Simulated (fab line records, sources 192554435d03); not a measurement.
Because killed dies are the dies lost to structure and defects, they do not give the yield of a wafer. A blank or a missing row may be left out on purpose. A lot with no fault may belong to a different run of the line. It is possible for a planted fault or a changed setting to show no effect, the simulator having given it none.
Problem report, 8D (eight disciplines) form, completed by code | flow n5 finfet | the parts of the form that need people (team, actions taken, sign-off) are left out

## 1. WHAT WENT WRONG
Mean of dose ions cm2 at N5_WELL_APT_IMPLANT_14: 1.6557e+13 across 9 wafers in 3 lots; on wafers with no fault it is 1.5003e+13 (standard deviation 1.4e+10). So: +99 or more standard deviations from the usual mean.
First observed at day 3 14:02: wafer L300.2, on implanter-02. Wafers with a number at this step in the record: 36, from 12 lots. By rule, "out" or "out of limits" means more than 4 standard deviations away from the usual mean. Any other wafer with a number is counted as sound.

## 2. WHAT IT IS, WHAT IT ISN'T
question                    | is                                | is not
which readings at this step | dose ions cm2, faraday current uA | -
which lots                  | L300, L301, L304                  | L292, L293, L294, L296, L298, L310, L313, L314, L315
which wafers of those lots  | all that have a number            | -
read on which tools         | implanter-02                      | implanter-01
when                        | from day 3 14:02                  | up to then (15 sound wafers); but 12 sound wafers of L310, L313, L314, L315 came after

## 3. THE SUSPECTS, EACH WITH WHAT RULES IT OUT
Counting: a tool stays on the suspect list if, at a process step up to the reading, it processed all lots that are out and no sound lot following the first of them.
- implanter-02 at N5_WELL_APT_IMPLANT_14: ruled out as a lasting fault. The sound lots L315 went through it after L300, its earliest lot that is out (day 3 14:02).
Left after counting: nothing in the record.

## 4. THE CAUSE (what the simulator had put in)
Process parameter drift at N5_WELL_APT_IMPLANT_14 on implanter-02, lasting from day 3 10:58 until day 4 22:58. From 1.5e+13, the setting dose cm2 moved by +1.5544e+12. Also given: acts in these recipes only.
Counting ruled it out, wrongly.

## 5. THE EFFECT CHAIN, in route order
One row per reading whose mean, taken over the struck wafers that have a number, lies over 3 standard deviations from the usual. Only readings for which the record gives a usual standard deviation are gone through. hours: the time from each lot's start at the first step in this table that gives one to its start at this step, as a median over the lots. sigmas: the change in usual standard deviations.
hours | step                   | reading            | usual      | on struck wafers | change      | sigmas
0     | N5_WELL_APT_IMPLANT_14 | dose ions cm2      | 1.5003e+13 | 1.6557e+13       | +1.5538e+12 | +99 or more
0     | N5_WELL_APT_IMPLANT_14 | faraday current uA | 189        | 210              | +21         | +5.9
Process steps it contains:
- N5_WELL_APT_IMPLANT_14
Later steps that measure or inspect, where all struck wafers having a row at the step show a number for every such reading and not one has moved that far: N5_WELL_APT_INSPECT_38.

## 6. WHAT WOULD HAVE CAUGHT IT SOONER
In this record the first reading out of limits was taken at day 3 14:02, 3 hours after the fault began at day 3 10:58.
